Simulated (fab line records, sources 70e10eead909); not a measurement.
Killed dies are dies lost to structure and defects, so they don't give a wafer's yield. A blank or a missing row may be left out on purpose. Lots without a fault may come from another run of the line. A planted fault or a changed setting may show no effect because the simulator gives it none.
A struck lot beside a sound one | flow nand_harc | 31 steps out of a route of 1159
Sound: wafers L372.1, L372.2, L372.4. Struck: wafers L377.3, L377.5. (L377.1 of the same lot was not struck and is left out.) The cause comes at the end.
At each step with rows: each side's tool, then ch and its chambers, then its first start. Under that, the readings that differ: sound wafers | struck wafers | difference of the means | sigmas: that difference in standard deviations of wafers without a fault.
alike: readings whose means differ by less than 2 such deviations, and words and numbers that are the same on both sides. not compared: withheld readings, readings that some wafer has no value for, bounds like >300 that may hide the same value, and numbers for which the record gives no deviation and whose values overlap.
The two part at a step that has a row with sigmas, a row that says differs or no value, or rows on one side only. Numbers that don't overlap but have no deviation are shown without sigmas and don't part them. A reading that every wafer of one side lacks parts them only if that side has two wafers or more.

first, 2 steps without rows for these wafers: NHARC_A_CHANNEL_HOLE_D1_PEB_08 (peb time 65 s); NHARC_A_CHANNEL_HOLE_D1_DEVELOP_09 (develop time 35 s).
NHARC_A_CHANNEL_HOLE_D1_CD_MEAS_10: target cd 100 nm.
  sound on cd_sem-01 ch 0, day 9 06:16; struck on cd_sem-03 ch 0, day 10 11:08
  alike: cd_nm
NHARC_A_CHANNEL_HOLE_D1_OVL_MEAS_11:
  sound on overlay-02, day 9 06:22; struck on overlay-01, day 10 11:13
  alike: overlay_x_nm, overlay_y_nm
NHARC_A_CHANNEL_HOLE_D1_INSPECT_12:
  sound on defect_inspect-02, day 9 06:23; struck on defect_inspect-01, day 10 11:16
  alike: raw_defect_count
NHARC_A_CHANNEL_HOLE_D1_DESCUM_15: chemistry O2, time 3 s.
  sound on rie_diel-13 ch 0,1,3, day 9 06:27; struck on rie_diel-13 ch 0,2, day 10 11:19
  alike: drypump_motor_current_A, oes_product_au, rf_vpp_V, showerhead_plenum_p_Torr, throttle_valve_pct
  not compared: rf_hours_counter_h
NHARC_A_CHANNEL_HOLE_D1_ETCH_38: etches the open film in CF4, target depth 39 nm, time 65 s.
  sound on rie_diel-13 ch 1,2,3, day 9 06:34; struck on rie_diel-13 ch 1, day 10 11:25
  reading               | sound             | struck      | difference | sigmas
  oes_product_au (a.u.) | 0.981 0.998 0.984 | 1.012 1.004 | +0.020     | +3
  alike: drypump_motor_current_A, rf_fwd_power_W, rf_vpp_V, showerhead_plenum_p_Torr, throttle_valve_pct
  not compared: rf_hours_counter_h
then, 3 steps without rows for these wafers: NHARC_A_CHANNEL_HOLE_D1_ETCH_39 (etches the open film in N2/H2, target depth 260 nm, time 325 s); NHARC_A_CHANNEL_HOLE_D1_ETCH_34 (etches the open film in CF4/CHF3, target depth 154 nm, time 77 s); NHARC_A_CHANNEL_HOLE_D1_ETCH_16 (etches the open film in O2/COS, target depth 3100 nm, time 806 s).
NHARC_A_CHANNEL_HOLE_D1_CD_MEAS_18:
  sound on cd_sem-01, day 9 07:44; struck on cd_sem-02, day 10 12:26
  alike: cd_nm
then, 1 step without rows for these wafers: NHARC_A_CHANNEL_HOLE_D1_ETCH_19 (etches the open film in C4F8/O2/Ar, time 34.5 s).
NHARC_A_CHANNEL_HOLE_D1_ETCH_20: etches the open film in C4F8/O2/Ar, time 361.9 s, target depth 1600 nm.
  sound on har_etch-02 ch 0,1, day 9 07:55; struck on har_etch-01 ch 1, day 10 12:37
  reading                     | sound       | struck  | difference | sigmas
  drypump_motor_current_A (A) | 5.8 6.2 5.8 | 5.2 5.1 | -0.8       | -2
  alike: showerhead_plenum_p_Torr, throttle_valve_pct
  not compared: rf_hours_counter_h
then, 1 step without rows for these wafers: NHARC_A_CHANNEL_HOLE_D1_ETCH_21 (etches the open film in C4F8/O2/Ar, time 514.3 s, target depth 1600 nm).
NHARC_A_CHANNEL_HOLE_D1_ETCH_22: etches the open film in C4F8/O2/Ar, time 666.7 s, target depth 1600 nm.
  sound on har_etch-02 ch 0,1, day 9 08:41; struck on har_etch-01 ch 1, day 10 13:22
  alike: drypump_motor_current_A, showerhead_plenum_p_Torr, throttle_valve_pct
  not compared: rf_hours_counter_h
then, 2 steps without rows for these wafers: NHARC_A_CHANNEL_HOLE_D1_ETCH_23 (etches the open film in C4F8/O2/Ar, time 819 s, target depth 1600 nm); NHARC_A_CHANNEL_HOLE_D1_ETCH_24 (etches the open film in C4F8/O2/Ar, time 906.2 s, target depth 1500 nm).
NHARC_A_CHANNEL_HOLE_D1_ETCH_25: etches the open film in C4F8/O2/Ar, time 1040.2 s, target depth 1500 nm.
  sound on har_etch-02 ch 0,1, day 9 10:41; struck on har_etch-01 ch 1, day 10 15:25
  alike: drypump_motor_current_A, showerhead_plenum_p_Torr, throttle_valve_pct
  not compared: rf_hours_counter_h
then, 1 step without rows for these wafers: NHARC_A_CHANNEL_HOLE_D1_ETCH_26 (etches the open film in C4F8/O2/Ar, time 224.1 s, target depth 300 nm).
NHARC_A_CHANNEL_HOLE_D1_ETCH_33: etches the open film in C4F8/O2/Ar, time 90 s, target depth 400 nm.
  sound on har_etch-02 ch 0,1, day 9 11:46; struck on har_etch-01 ch 1, day 10 16:28
  alike: drypump_motor_current_A, rf_fwd_power_W, showerhead_plenum_p_Torr, throttle_valve_pct
  not compared: rf_hours_counter_h
then, 7 steps without rows for these wafers: NHARC_A_CHANNEL_HOLE_D1_STRIP_41 (strips in N2/H2); NHARC_A_CHANNEL_HOLE_D1_STRIP_42 (strips in CF4/CHF3); NHARC_A_CHANNEL_HOLE_D1_STRIP_43 (strips in O2/COS); NHARC_A_CHANNEL_HOLE_D1_ETCH_44 (etches the open film in CF4/O2, target depth 140 nm, overetch 14 nm, time 77 s); NHARC_A_CHANNEL_HOLE_D1_STRIP_27 (strips in O2); NHARC_A_CHANNEL_HOLE_D1_PRECLEAN_28 (cleans in SC1); NHARC_A_CHANNEL_HOLE_D1_SRD_29.
NHARC_A_CHANNEL_HOLE_D1_CD_MEAS_30:
  sound on cd_sem-03, day 9 13:19; struck on cd_sem-03, day 10 18:02
  alike: cd_nm
NHARC_A_CHANNEL_HOLE_D1_XSEM_31:
  sound on xsem-02 ch 0, day 9 13:24; struck on xsem-01 ch 0
  reading     | sound          | struck | difference                    | sigmas
  bow_nm (nm) | 8.53 8.52 8.52 | - -    | no value on the struck wafers |
  alike: bot_cd_nm, tilt_deg
NHARC_A_CHANNEL_HOLE_D1_INSPECT_40:
  sound on defect_inspect-01, day 9 13:30; struck on defect_inspect-01, day 10 22:56
  alike: raw_defect_count
-- the record jumps here: 10 days lie between the struck wafers' starts before and after (it left off in module A_CHANNEL_HOLE_D1 and takes up again in module END, whose first step shown is number 1159 of the route) --
NHARC_END_SORT_01:
  sound on prober-01 ch 0, day 20 09:35; struck on prober-01 ch 0, day 21 09:51
  reading         | sound    | struck | difference | sigmas
  killed_at_other | 1 0 0    | 3 1    | +2         | +2
  killed_dies     | 15 11 13 | 29 31  | +17        | +2
  alike: killed_at_array, killed_at_periphery, killed_open, killed_short

WHERE THEY PART
First at NHARC_A_CHANNEL_HOLE_D1_ETCH_38; last, within this record, at NHARC_END_SORT_01.

WHY: what the simulator had put in
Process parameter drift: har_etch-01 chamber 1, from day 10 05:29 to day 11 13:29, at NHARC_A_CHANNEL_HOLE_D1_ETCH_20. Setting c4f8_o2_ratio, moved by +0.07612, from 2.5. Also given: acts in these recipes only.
